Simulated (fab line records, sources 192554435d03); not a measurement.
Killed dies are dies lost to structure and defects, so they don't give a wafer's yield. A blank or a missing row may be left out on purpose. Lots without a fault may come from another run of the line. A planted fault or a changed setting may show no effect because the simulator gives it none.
Chamber matching | flow n5_finfet | N5_GATE_CUT_ALD_22 on ald_sin-02: 4 sister chambers
The step deposits SiNx, target thk 16 nm, pulse time 1 s, ald cycles 320. 14 wafers are shown with their chamber, then 7 later ones without.

WAFERS WITH THEIR CHAMBER
wafer  | chamber | heater_power_w (W) | precursor_pulse_height_rel
L083.2 | 2       | 852                | 0.982
L083.3 | 3       | 936                | 0.984
L083.5 | 3       | 959                | 0.991
L085.3 | 3       | 926                | 0.999
L085.4 | 2       | 852                | 0.997
L085.6 | 3       | 925                | 0.981
L087.2 | 2       | 842                | 1.046
L087.5 | 0       | 806                | 1.023
L087.6 | 2       | 875                | 0.984
L088.3 | 3       | 933                | 1.030
L088.4 | 2       | 846                | 0.996
L088.6 | 0       | 814                | 0.972
L090.2 | 3       | 934                | 0.996
L090.4 | 1       | 716                | 0.972

SIGNATURES (means of the wafers above)
reading                    | chamber 0 | chamber 1 | chamber 2 | chamber 3 | scatter within a chamber
heater_power_w             | 810.00    | 716.00    | 853.40    | 935.50    | 12
precursor_pulse_height_rel | 0.99750   | 0.97200   | 1.00100   | 0.99683   | 0.0236
Rule: a wafer's distance from a chamber is the root of the sum, over the readings, of the square of ((its reading less the chamber's mean) divided by the reading's scatter). The wafer belongs to the nearest chamber; if the next one is less than 2 further off, it can't be placed. The scatter: the root of (the sum of the squares of (reading less its chamber's mean) over the shown wafers, divided by (wafers less chambers)).

WAFERS WITHOUT THEIR CHAMBER
wafer  | heater_power_w (W) | precursor_pulse_height_rel
L090.6 | 936                | 1.005
L092.2 | 840                | 1.015
L092.4 | 740                | 0.979
L092.6 | 742                | 1.029
L096.1 | 875                | 0.955
L096.2 | 723                | 0.993
L096.3 | 928                | 0.987

WHICH CHAMBER EACH WENT THROUGH
wafer  | from the rows above     | in truth
L090.6 | 3                       | 3
L092.2 | can't be placed: 2 or 0 | 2
L092.4 | 1                       | 1
L092.6 | 1                       | 1
L096.1 | 2                       | 2
L096.2 | 1                       | 1
L096.3 | 3                       | 3
Placed correctly: 6 of 7. Can't be placed from these rows: 1 (the true chamber is among the candidates in 1). Placed wrongly: 0.
